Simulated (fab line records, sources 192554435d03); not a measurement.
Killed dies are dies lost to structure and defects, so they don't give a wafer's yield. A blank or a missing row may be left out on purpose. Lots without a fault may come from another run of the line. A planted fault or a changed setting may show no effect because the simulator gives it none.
One fault seen from 2 desks | flow n5_finfet | each desk has only its own numbers; what lay behind them comes last

THE METROLOGY DESK
What the gauges read, lot by lot, whatever tool the lot ran on: means of the sampled wafers that have a number. A lot is out of limits, marked OUT, if its mean lies more than 4 standard deviations from the usual mean; the brackets give that distance.
Columns: A = M11_THK at N5_BEOL_M11_THK_MEAS_53, usual 137 nm; B = cd_nm at N5_BEOL_M12_CD_MEAS_10, usual 140.5 nm; C = cd_nm at N5_BEOL_M12_CD_MEAS_17, usual 140.9 nm
lot  | first seen here | A   | B     | C
L486 | day 10 20:28    | 135 | 139.3 | 140.1
L489 | day 11 06:29    | 138 | 140.9 | 141.4
L487 | day 11 06:35    | 138 | 140.7 | 141.1
L493 | day 12 07:34    | 134 | 139.7 | 138.2
L494 | day 12 15:20    | 135 | 140.0 | 138.6
L495 | day 12 16:21    | 140 | 139.3 | 137.2
L501 | day 14 14:40    | 137 | 139.6 | 141.1
L506 | day 15 17:33    | 138 | 141.5 | 141.4
L508 | day 16 03:41    | 137 | 140.3 | 140.6
L507 | day 16 16:02    | 137 | 141.3 | 142.3
This desk's finding: nothing out of limits on any of the 10 lots.

THE TOOL OWNER'S DESK: rie_diel-04
The tool's own readings at N5_BEOL_M12_ETCH_59 (etches BARC in N2/H2, target depth 89 nm, overetch 26.7 nm, time 67.9 s): means of the sampled wafers that have a number, for each lot that ran on this tool. A lot is out of limits, marked OUT, if its mean lies more than 4 standard deviations from the usual mean; the brackets give that distance.
Columns: A = drypump_motor_current_A at N5_BEOL_M12_ETCH_59, usual 5.5 A; B = oes_product_au at N5_BEOL_M12_ETCH_59, usual 0.68 a.u.; C = rf_vpp_V at N5_BEOL_M12_ETCH_59, usual 523.8 V; D = showerhead_plenum_p_Torr at N5_BEOL_M12_ETCH_59, usual 2.54 Torr; E = throttle_valve_pct at N5_BEOL_M12_ETCH_59, usual 17.99 %
lot  | first seen here | A   | B    | C     | D    | E
L487 | day 11 07:33    | 5.5 | 0.71 | 525.5 | 2.58 | 18.12
L493 | day 12 08:19    | 5.5 | 0.69 | 525.8 | 2.56 | 18.04
L494 | day 12 16:05    | 5.4 | 0.65 | 523.4 | 2.56 | 18.05
L495 | day 12 17:33    | 5.2 | 0.74 | 524.4 | 2.52 | 17.80
L508 | day 16 04:35    | 5.6 | 0.69 | 524.9 | 2.57 | 18.16
L507 | day 16 16:58    | 5.3 | 0.69 | 523.0 | 2.53 | 18.02
This desk's finding: nothing out of limits on any of the 6 lots.

PUT TOGETHER
The metrology desk saw nothing out of limits.
The tool owner's desk saw nothing out of limits.

WHAT THE SIMULATOR HAD PUT IN
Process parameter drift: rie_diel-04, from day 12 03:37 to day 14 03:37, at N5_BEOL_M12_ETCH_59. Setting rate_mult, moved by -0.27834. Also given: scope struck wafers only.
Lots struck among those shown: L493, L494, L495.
